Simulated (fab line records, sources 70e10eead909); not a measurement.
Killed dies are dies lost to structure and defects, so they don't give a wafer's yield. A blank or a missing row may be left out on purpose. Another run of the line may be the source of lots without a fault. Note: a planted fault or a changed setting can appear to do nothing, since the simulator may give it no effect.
Struck lot and sound lot, side by side | flow nandHarc | 41 out of 1302 route steps
Sound: these wafers, L945.1, L945.2, L945.5. Wafers struck: L948.2, L948.4, L948.5. The cause is given at the end.
Order at every step that has rows: each side's tool, ch and its chambers, its first start. Under that, the readings that differ: sound wafers | struck wafers | difference of the means | sigmas: that difference in standard deviations of wafers without a fault.
alike: readings whose means differ by less than 2 such deviations, and words and numbers that are the same on both sides. not compared: withheld readings, readings that some wafer has no value for, bounds like >300 that may hide the same value, and numbers for which the record gives no deviation and whose values overlap.
A row with sigmas, a row that says differs or no value, or rows on one side alone: a step with any of these is where the two part. Numbers that don't overlap but have no deviation are shown without sigmas and don't part them. A reading missing from all wafers of one side parts the sides only when that side holds two or more wafers.

NHARC_P_M2_CD_MEAS_09: the cd target is 170 nm.
  sound on cdSem-03 ch 0, day 8 18:48; struck on cdSem-01 ch 0, day 10 07:34
  alike: cdNm
NHARC_P_M2_OVL_MEAS_10: pitch 340 nm.
  sound on overlay-01 at day 8 18:53; struck on overlay-02 at day 10 07:38
  alike: overlayXNm, overlayYNm
NHARC_P_M2_INSPECT_11:
  sound on defectInspect-01 at day 8 18:56; struck on defectInspect-01 at day 10 07:41
  alike: rawDefectCount
then, 1 step without rows for these wafers: NHARC_P_M2_DESCUM_14 (chemistry O2, time 3 s).
NHARC_P_M2_ETCH_35: etches the open film in N2/H2, target depth 40 nm, overetch 12 nm, time 43.94 s.
  sound on rieDiel-03 ch 1,2, day 8 19:05; struck on rieDiel-03 ch 2,3, day 10 07:50
  alike: drypumpMotorCurrentA, mfcArSccm, oesProductAu, rfVppV, showerheadPlenumPTorr, throttleValvePct
  not compared: rfHoursCounterH
then, 1 step without rows for these wafers: NHARC_P_M2_ETCH_15 (etches the open film in C4F8/Ar, target depth 182.5 nm, time 91.2 s).
NHARC_P_M2_CD_MEAS_16:
  sound on cdSem-01 at day 8 19:17; struck on cdSem-02 at day 10 08:05
  alike: cdNm
then, 1 step without rows for these wafers: NHARC_P_M2_STRIP_18 (strips in N2/H2).
NHARC_P_M2_ETCH_28: etches the open film in CF4/N2, target depth 30 nm, time 72.99 s.
  sound on rieDiel-05 ch 1,2,3; struck on rieDiel-05 ch 0,1,3
  alike: drypumpMotorCurrentA, mfcArSccm, oesProductAu, rfVppV, showerheadPlenumPTorr, throttleValvePct
  not compared: rfHoursCounterH
then, 1 step without rows for these wafers: NHARC_P_M2_STRIP_19 (strips in post etch residue remover, time 600 s).
NHARC_P_M2_DEGAS_29: time 60 s.
  sound on pvdSputter-01 at day 8 20:01; struck on pvdSputter-01 at day 10 08:53
  alike: heaterPowerW
then, 1 step without rows for these wafers: NHARC_P_M2_PRE_CLEAN_30 (time 30 s).
NHARC_P_M2_PVD_20: deposits TaN, target thk 5 nm, time 8.06 s.
  sound on pvdSputter-01 at day 8 20:08; struck on pvdSputter-01 at day 10 09:01
  alike: throttleValvePct
then, 4 steps without rows for these wafers: NHARC_P_M2_PVD_21 (deposits Cu, target thk 30 nm, time 20.49 s); NHARC_P_M2_ECD_22 (material Cu, target thk 400 nm); NHARC_P_M2_ANNEAL_31 (time 90 s); NHARC_P_M2_CMP_23 (polishes, t overpolish 20 s, target thk 144.3 nm).
NHARC_P_M2_THK_MEAS_24: measures by xrf.
  sound on filmMetro-02 at day 8 21:25; struck on filmMetro-02 at day 10 10:17
  alike: thkNm
then, 5 steps without rows for these wafers: NHARC_P_M2_SRD_25; NHARC_P_M2_PRE_CLEAN_32 (time 12 s); NHARC_P_M2_DEP_33 (deposits SiCN, target thk 30 nm); NHARC_P_BONDPAD_DEP_00 (deposits SiCN, target thk 250 nm); NHARC_P_BONDPAD_CMP_32 (polishes SiCN, target thk 200 nm).
NHARC_P_BONDPAD_THK_MEAS_33: measures by ellipsometry.
  sound on filmMetro-01 at day 8 22:51; struck on filmMetro-02 at day 10 11:38
  alike: thkNm
then, 10 steps without rows for these wafers: NHARC_P_BONDPAD_SRD_34; NHARC_P_BONDPAD_DEHYDRATE_01 (time 120 s); NHARC_P_BONDPAD_HMDS_02 (time 30 s); NHARC_P_BONDPAD_COAT_36 (time 65 s); NHARC_P_BONDPAD_COAT_03 (resist thk 600 nm); NHARC_P_BONDPAD_SOFTBAKE_04 (time 70 s); NHARC_P_BONDPAD_EBR_05; NHARC_P_BONDPAD_EXPOSE_06 (exposes mask P BPAD); NHARC_P_BONDPAD_PEB_07 (peb time 80 s); NHARC_P_BONDPAD_DEVELOP_08 (time 50 s).
NHARC_P_BONDPAD_CD_MEAS_09: the cd target is 500 nm.
  sound on cdSem-01 ch 0, day 8 23:17; struck on cdSem-01 ch 0, day 10 12:13
  alike: cdNm
NHARC_P_BONDPAD_OVL_MEAS_38:
  sound on overlay-02 at day 8 23:23; struck on overlay-02 at day 10 12:18
reading         | sound    | struck      | difference | sigmas
overlayYNm (nm) | -2 -1 -1 | -15 -14 -14 | -13        | -2
  alike: overlayXNm
then, 2 steps without rows for these wafers: NHARC_P_BONDPAD_HARDBAKE_10 (time 65 s); NHARC_P_BONDPAD_DESCUM_11 (chemistry O2, time 3 s).
NHARC_P_BONDPAD_ETCH_37: etches the open film in N2/H2, target depth 60 nm, overetch 18 nm, time 65.91 s.
  sound on rieDiel-13 ch 2,3, day 8 23:35; struck on rieDiel-13 ch 0,1,3, day 10 12:31
  alike: drypumpMotorCurrentA, mfcArSccm, oesProductAu, rfVppV, showerheadPlenumPTorr, throttleValvePct
  not compared: rfHoursCounterH
NHARC_P_BONDPAD_ETCH_12: etches the open film in CHF3/O2, target depth 200 nm, time 100 s.
  sound on rieDiel-13 ch 1,2,3; struck on rieDiel-13 ch 0,2,3
  alike: drypumpMotorCurrentA, mfcArSccm, o2FlowSccm, oesProductAu, rfVppV, showerheadPlenumPTorr, throttleValvePct
  not compared: rfHoursCounterH
-- jump in the record: it breaks off in module P_BONDPAD and resumes in module END (first step shown: number 1302 of the route), and 18 days separate the struck wafers' starts before and after --
NHARC_END_SORT_01:
  at this point the record logs the struck wafers (prober-02 ch 0, day 28 15:16) and has no rows for the sound ones

WHERE THEY PART
At NHARC_P_BONDPAD_OVL_MEAS_38 first; at NHARC_END_SORT_01 last (within this record only).

WHY: whatever the simulator had introduced
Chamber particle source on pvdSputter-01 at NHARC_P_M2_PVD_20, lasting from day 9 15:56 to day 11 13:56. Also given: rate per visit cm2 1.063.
